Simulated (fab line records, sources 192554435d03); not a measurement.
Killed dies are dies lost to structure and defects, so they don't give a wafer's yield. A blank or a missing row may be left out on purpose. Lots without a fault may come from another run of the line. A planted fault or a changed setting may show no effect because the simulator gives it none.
fab line records | flow n5_finfet | part 2 of 2: steps 25 to 34 of 34
record lots=5 wafers=15 last_day=15
route steps=1938 shown BEOL_M8@1396 BEOL_M9@1401
lots that met no fault: from a run of the same line without faults
start_h: hours from the record's first day to the start of the lot's first wafer shown | wait_h: hours since the lot's step before | " the same as in the row above | L1.1+2: a row that stands for several wafers | - no value, or no start given | * or withheld: withheld | < > ~ a bound
route shown NAME@n: a module of which the file shows steps, and the number in the route of the first | usual: mean/standard deviation of fault-free wafers | same: alike in all rows | chamber/n: place in a boat | sites: the reading at each site | _std_site: their standard deviation | _edge_site: outer sites' mean less inner sites' | radius_mm: how far each site lies from the wafer's centre | mask NAME#n: copy n | behind: the tool/chamber that last shaped the wafer | hold: why the lot was held/for how many hours/how that ended | device: the transistor (n, p or np) that didn't switch | end of line: the same wafers' tests at the end of the route | a step without rows: its recipe alone | killed: dies lost to structure and defects at the first sort, not the wafer's yield | map: a wafer's dies, x killed, . not, _ none there
set.NAME: the setting as run; set.NAME@STEP: as run at that earlier step | model.NAME: the simulator's own value behind a step, which no gauge read
lots at some steps of the route; a table a step, a row a wafer
services: from which hour (start_h, from the record's first day; less than 0 if before it) a tool's chamber was out of use, for how many hours, and why
## steps
# step N5_BEOL_M9_STRIP_68
# recipe chemistry=N2/H2 temp_c=40 n2_flow_sccm=200 h2_flow_sccm=200 rf_frequency_hz=6e+07
# columns lot.wafer tool chamber start_h wait_h
L074.3+4+5 rie_diel-05 3,0,0 213.73 0.1
L078.1+2+5 rie_diel-05 0,2,3 241.97 0.1
L081.1+2+3 rie_diel-05 1,2,0 274.41 0.1
L084.1+2+3 rie_diel-02 2,0,3 282.36 0.1
L085.3+4+5 rie_diel-05 2,3,1 284.97 0.1
# step N5_BEOL_M9_STRIP_67
# recipe chemistry=CF4 resist=SiARC power_w=300 bias_power_w=75 pressure_mtorr=50 cf4_flow_sccm=150 rf_frequency_hz=6e+07
# usual chamber_pressure_mTorr=50.00/0.046 drypump_motor_current_A=5.9/0.5 oes_product_au=0.78/0.092 rf_vpp_V=270.9/1.3 showerhead_plenum_p_Torr=1.79/0.056 throttle_valve_pct=13.57/0.27
# columns lot.wafer tool chamber start_h wait_h chamber_pressure_mTorr drypump_motor_current_A oes_product_au rf_hours_counter_h rf_vpp_V showerhead_plenum_p_Torr throttle_valve_pct
L074.3 rie_diel-05 3 213.74 0.0 49.94 5.2 0.73 203 270.0 1.79 13.72
L074.4 " 0 " " 50.08 5.9 0.91 15 271.2 1.85 13.19
L074.5 " 0 " " 49.97 5.9 0.91 - 273.0 1.85 13.19
L078.1 rie_diel-05 0 241.98 0.0 50.00 5.9 0.88 25 272.0 1.85 13.22
L078.2 " 2 " " 49.99 6.7 0.69 248 270.0 1.78 13.76
L078.5 " 3 " " 49.99 5.2 0.72 - 271.2 1.79 13.74
L081.1 rie_diel-05 1 274.42 0.0 50.02 5.7 0.70 231 269.5 1.70 13.95
L081.2 " 2 " " 49.95 6.7 0.95 2 270.1 1.78 13.22
L081.3 " 0 " " 49.99 6.0 0.87 35 271.0 1.84 13.24
L084.1 rie_diel-02 2 282.37 0.0 49.99 5.9 0.68 245 269.7 1.76 13.82
L084.2 " 0 " " 49.97 6.5 0.71 179 270.0 1.77 13.83
L084.3 " 3 " " 49.99 6.6 0.76 141 269.5 1.72 13.73
L085.3 rie_diel-05 2 284.98 0.0 49.96 6.7 0.93 6 270.4 1.78 13.22
L085.4 " 3 " " 49.98 5.2 0.71 228 269.3 1.78 13.78
L085.5 " 1 " " 49.92 5.7 0.69 - 269.4 1.70 13.96
# step N5_BEOL_M9_HM_OPEN_17
# recipe chemistry=Cl2/BCl3 target_depth_a=200 overetch_a=60 target=TiN mask_material=SOC ion_energy_ev=150 pressure_mtorr=10 icp_w=1000 bias_w=126 Cl2_flow_sccm=53.25 bcl3_flow_sccm=21.75 Ar_flow_sccm=25
# usual chamber_pressure_mTorr=9.999/0.0094 drypump_motor_current_A=5.9/0.64 oes_product_au=0.69/0.081 throttle_valve_pct=22.2/0.42
# columns lot.wafer tool chamber start_h wait_h chamber_pressure_mTorr drypump_motor_current_A oes_product_au rf_hours_counter_h throttle_valve_pct
L074.3 rie_metal-03 1 213.81 0.1 10.006 5.3 0.84 - 22.3
L074.4 " 0 " " 9.972 6.8 0.76 - 21.6
L074.5 " 0 " " 10.002 6.8 0.77 - 21.5
L078.1 rie_metal-01 0 242.02 0.0 9.993 5.8 0.58 89 22.7
L078.2 " 1 " " 10.003 5.4 0.72 21 22.3
L078.5 " 1 " " 9.995 5.4 0.72 - 22.3
L081.1 rie_metal-03 0 274.47 0.0 9.990 6.8 0.74 14 21.6
L081.2 " 1 " " 10.007 5.3 0.80 6 22.4
L081.3 " 1 " " 10.009 5.3 0.79 - 22.3
L084.1 rie_metal-02 0 282.41 0.0 9.992 5.3 0.77 14 21.8
L084.2 " 1 " " 9.982 6.7 0.58 102 22.5
L084.3 " 1 " " 9.998 6.6 0.57 - 22.5
L085.3 rie_metal-02 1 285.05 0.1 10.000 6.7 0.57 - 22.5
L085.4 " 0 " " 10.002 5.3 0.77 - 21.8
L085.5 " 1 " " 10.005 6.7 0.57 - 22.5
# step N5_BEOL_M9_STRIP_19
# recipe chemistry=O2 power_w=400 temp_c=40 pressure_mtorr=30 rf_frequency_hz=6e+07 bias_power_w=0 overash_fraction=0.2 o2_flow_sccm=225
# usual chamber_pressure_mTorr=30.00/0.033 drypump_motor_current_A=6.0/0.52 oes_product_au=0.78/0.1 rf_vpp_V=3.7/0.62 showerhead_plenum_p_Torr=2.08/0.065 throttle_valve_pct=16.65/0.28
# columns lot.wafer tool chamber start_h wait_h chamber_pressure_mTorr drypump_motor_current_A oes_product_au rf_hours_counter_h rf_vpp_V showerhead_plenum_p_Torr throttle_valve_pct
L074.3 rie_diel-05 0 213.89 0.1 30.02 5.9 0.92 15 3.1 2.14 16.19
L074.4 " 2 " " 29.98 6.8 0.70 240 3.9 2.08 16.77
L074.5 " 3 " " 30.01 5.2 0.72 - 4.2 2.08 16.73
L078.1 rie_diel-02 1 242.24 0.2 29.99 5.7 0.70 192 3.6 2.17 16.77
L078.2 " 3 " " 30.02 6.5 0.77 129 4.3 2.02 16.88
L078.5 " 1 " " 29.99 5.7 0.69 - 4.0 2.17 16.77
L081.1 rie_diel-06 0 274.58 0.1 29.99 6.5 0.87 60 3.0 2.14 16.46
L081.2 " 1 " " 29.98 5.8 0.76 170 3.9 2.01 16.51
L081.3 " 2 " " 30.02 6.7 0.69 244 3.4 1.99 16.97
L084.1 rie_diel-05 1 282.59 0.2 30.00 5.7 0.68 235 4.5 1.97 16.95
L084.2 " 3 " " 30.00 5.2 0.70 227 3.7 2.07 16.79
L084.3 " 0 " " 30.03 6.0 0.88 38 3.0 2.13 16.23
L085.3 rie_diel-02 1 285.19 0.1 30.00 5.7 0.69 204 4.0 2.17 16.79
L085.4 " 0 " " 29.94 6.5 0.72 179 3.4 2.09 16.98
L085.5 " 0 " " 29.96 6.5 0.71 - 3.3 2.09 17.00
# step N5_BEOL_M9_CD_MEAS_18
# recipe pitch_nm=140 target_cd_nm=70
# usual cd_nm=70.0/0.65
# columns lot.wafer tool chamber start_h wait_h cd_nm
L074.3 cd_sem-01 - 213.97 0.1 69.9
L074.4 " - " " 69.7
L074.5 " - " " 69.1
L078.1 cd_sem-01 - 242.31 0.0 69.5
L078.2 " - " " 70.2
L078.5 " - " " 70.4
L081.1 cd_sem-02 - 274.65 0.0 68.4
L081.2 " - " " 70.7
L081.3 " - " " 70.6
L084.1 cd_sem-02 - 282.66 0.0 69.4
L084.2 " - " " 69.7
L084.3 " - " " 70.2
L085.3 cd_sem-02 - 285.26 0.1 69.2
L085.4 " - " " 70.8
L085.5 " - " " 70.3
# step N5_BEOL_M9_COAT_63
# recipe resist=SOC temp_c=250 time_s=60 spin_rpm=1500 resist_thk_nm=60
# columns lot.wafer tool chamber start_h wait_h
L074.3+4+5 litho_track-03 0 214.58 0.6
L078.1+2+5 litho_track-04 0 246.88 4.6
L081.1+2+3 litho_track-03 0 275.39 0.7
L084.1+2+3 litho_track-02 0 282.80 0.1
L085.3+4+5 litho_track-04 0 286.99 1.7
# step N5_BEOL_M9_COAT_64
# recipe resist=SiARC temp_c=220 time_s=60 spin_rpm=1500 resist_thk_nm=12
# columns lot.wafer tool chamber start_h wait_h
L074.3+4+5 litho_track-03 0 - -
L078.1+2+5 litho_track-04 0 - -
L081.1+2+3 litho_track-03 0 - -
L084.1+2+3 litho_track-02 0 - -
L085.3+4+5 litho_track-04 0 - -
# step N5_BEOL_M9_COAT_75
# recipe resist=underlayer temp_c=205 time_s=60 spin_rpm=1500 resist_thk_nm=5
# columns lot.wafer tool chamber start_h wait_h
L074.3+4+5 litho_track-03 0 - -
L078.1+2+5 litho_track-04 0 - -
L081.1+2+3 litho_track-03 0 - -
L084.1+2+3 litho_track-02 0 - -
L085.3+4+5 litho_track-04 0 - -
# step N5_BEOL_M9_COAT_22
# recipe resist=CAR-EUV spin_rpm=1500 resist_thk_nm=30
# columns lot.wafer tool chamber start_h wait_h
L074.3+4+5 litho_track-03 0 - -
L078.1+2+5 litho_track-04 0 - -
L081.1+2+3 litho_track-03 0 - -
L084.1+2+3 litho_track-02 0 - -
L085.3+4+5 litho_track-04 0 - -
# step N5_BEOL_M9_EBR_24
# recipe solvent=PGMEA ebr_width_mm=1.5
# columns lot.wafer tool chamber start_h wait_h
L074.3+4+5 litho_track-03 0 - -
L078.1+2+5 litho_track-04 0 - -
L081.1+2+3 litho_track-03 0 - -
L084.1+2+3 litho_track-02 0 - -
L085.3+4+5 litho_track-04 0 - -
## services
# columns tool chamber start_h hours kind
arfi_scanner-02 - 192.04 2.4 repair
uv_cure-02 - 195.46 1.0 pm
rie_diel-05 1 198.10 1.3 repair
arfi_scanner-01 - 200.44 4.8 pm
pecvd-01 0 201.42 29.6 repair
arfi_scanner-02 - 202.44 3.9 pm
uv_cure-01 - 213.00 2.1 pm
rie_metal-02 0 213.82 4.2 repair
rie_diel-06 3 216.58 5.0 repair
arfi_scanner-03 - 219.60 4.9 pm
arfi_scanner-02 - 233.82 1.3 pm
rie_diel-06 1 240.99 8.6 repair
arfi_scanner-01 - 247.26 1.0 pm
rie_diel-05 2 250.56 - clean
rie_diel-05 2 250.56 - consumable_replace:focus_ring
arfi_scanner-01 - 253.27 0.8 pm
rie_metal-03 - 256.46 0.9 repair
arfi_scanner-03 - 265.26 0.8 pm
pecvd-01 1 276.42 5.0 repair
arfi_scanner-01 - 280.75 3.9 pm
rie_metal-03 - 282.04 1.4 pm
pecvd-03 2 282.52 4.5 repair
pecvd-03 - 284.37 1.2 repair
arfi_scanner-03 - 286.41 1.3 pm
